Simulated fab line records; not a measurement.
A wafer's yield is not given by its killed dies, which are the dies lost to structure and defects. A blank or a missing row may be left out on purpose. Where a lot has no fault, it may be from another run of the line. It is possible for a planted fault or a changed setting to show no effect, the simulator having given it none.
A struck lot beside a sound one	flow n5 finfet	31 out of 1938 route steps
Sound: these wafers, L238.2, L238.3, L238.5. The struck wafers were L233.2, L233.3. The cause is given at the end.
Per side, at each step with rows, come the tool, then ch with its chambers, and then its first start. Under that, the readings that differ: sound wafers	struck wafers	difference of the means	sigmas: that difference in standard deviations of wafers without a fault.
alike: readings with means less than 2 such deviations apart, plus words and numbers identical on both sides. not compared: withheld readings, readings lacking a value on some wafer, bounds such as >300 that could conceal the same value, and numbers that have no deviation in the record and whose values overlap.
A row with sigmas, a row that says differs or no value, or rows on one side alone: a step with any of these is where the two part. Non-overlapping numbers with no deviation appear without sigmas and do not part them. A reading missing from all wafers of one side parts the sides only when that side holds two or more wafers.

first, 8 steps without rows for these wafers: N5_ILD0_LINER_00 (material SiNx, target thk 4 nm, pulse time 1 s, purge time 2 s); N5_ILD0_FCVD_FILL_01 (material SiO2 flowable, target thk 200 nm, time 328.3 s); N5_ILD0_CURE_02 (time 1800 s); N5_ILD0_CMP_03 (polishes, stops on SiNx, t overpolish 1.9 s, target thk 197.38 nm); N5_ILD0_CMP_07 (polishes SiO2 flowable, stops on poly-Si, t overpolish 1.18 s, target thk 138.88 nm); N5_ILD0_PRECLEAN_10 (cleans in NF3:NH3, afs cycles 5, time 20 s, sublimation time 60 s); N5_ILD0_ALD_15 (deposits SiNx, target thk 24 nm, pulse time 1 s, ald cycles 480); N5_ILD0_CMP_12 (polishes SiNx, stops on poly-Si, t overpolish 6 s, target thk 17.67 nm).
N5_SDB_HM_DEP_00: deposits SiNx from SiH4/NH3/N2, target thk 40 nm, time 35.3 s.
  sound on pecvd-04 ch 0,1,2, day 8 02:17; struck on pecvd-03 ch 0,1, day 6 19:35
reading	sound	struck	difference	sigmas
model.SiNx_of_SDB_HM_DEP_00.thk nm (nm)	40 39.8 40.8	41 41.8	+1	
  alike: heater power w, showerhead plenum p Torr, throttle valve pct
then, 13 steps without rows for these wafers: N5_SDB_COAT_03 (time 60 s, resist thk 100 nm); N5_SDB_COAT_04 (time 60 s, resist thk 18 nm); N5_SDB_COAT_05 (resist thk 90 nm); N5_SDB_EBR_07; N5_SDB_SOFTBAKE_06 (time 60 s); N5_SDB_EXPOSE_08 (exposes mask SDB); N5_SDB_PEB_09 (peb time 60 s); N5_SDB_DEVELOP_10 (develop time 30 s); N5_SDB_DESCUM_16 (chemistry O2, time 7.9 s); N5_SDB_ETCH_17 (etches SiARC in CF4, target depth 23.4 nm, time 39 s); N5_SDB_ETCH_18 (etches SOC in N2/H2, target depth 100 nm, overetch 20 nm, time 150 s); N5_SDB_STRIP_19 (strips in N2/H2); N5_SDB_STRIP_21 (strips in CF4).
N5_SDB_HM_OPEN_20: chemistry CH3F/O2, target SiNx, stops on poly-Si, target depth 24 nm.
  sound on rie diel-04 ch 2,3, day 8 03:04; struck on rie diel-04 ch 1,3, day 6 20:23
reading	sound	struck	difference	sigmas
model.etch.depth nm (nm)	23.95 23.79 24.79	25.07 25.88	+1.30	
  alike: drypump motor current A, oes product au, rf vpp V, showerhead plenum p Torr, throttle valve pct
  not compared: rf hours counter h
then, 5 steps without rows for these wafers: N5_SDB_STRIP_22 (strips in N2/H2); N5_SDB_PRECLEAN_23 (cleans in dHF, time 30 s); N5_SDB_DUMMY_REMOVE_24 (chemistry TMAH, target poly-Si, stops on SiO2, target depth 142 nm, time 57 s, rinse time 30 s); N5_SDB_ETCH_25 (etches SiO2 in C4F6/O2, target depth 10 nm, time 3.3 s); N5_SDB_CUT_ETCH_26 (etches Si in HBr/Cl2/O2, target depth 129.6 nm, bt time 20 s, time 51.8 s).
N5_SDB_PRECLEAN_38: cleans in dHF, time 10 s.
  sound on wet bench-01 ch 4,5,7, day 8 03:34; struck on wet bench-01 ch 0,7, day 6 20:53
  not compared: model.SiNx_of_SDB_HM_DEP_00.thk nm
then, 1 step without rows for these wafers: N5_SDB_PRECLEAN_39 (cleans in O3/DIW, time 45 s).
-- the record jumps here: 5 days lie between the struck wafers' starts before and after (it left off in module SDB and takes up again in module BEOL_M4, whose first step shown is number 1111 of the route) --
N5_BEOL_M4_RC_MEAS_101:
  sound on prober-01 ch 0, day 13 14:49; struck on prober-02 ch 0, day 12 07:17
  alike: DIBL_N, DIBL_P, IOFF_N, IOFF_P, ION_N, ION_P, SS_N, SS_P, VT_N, VT_P

## WHERE THEY PART
Nowhere in this record.

WHY: the cause the simulator had injected
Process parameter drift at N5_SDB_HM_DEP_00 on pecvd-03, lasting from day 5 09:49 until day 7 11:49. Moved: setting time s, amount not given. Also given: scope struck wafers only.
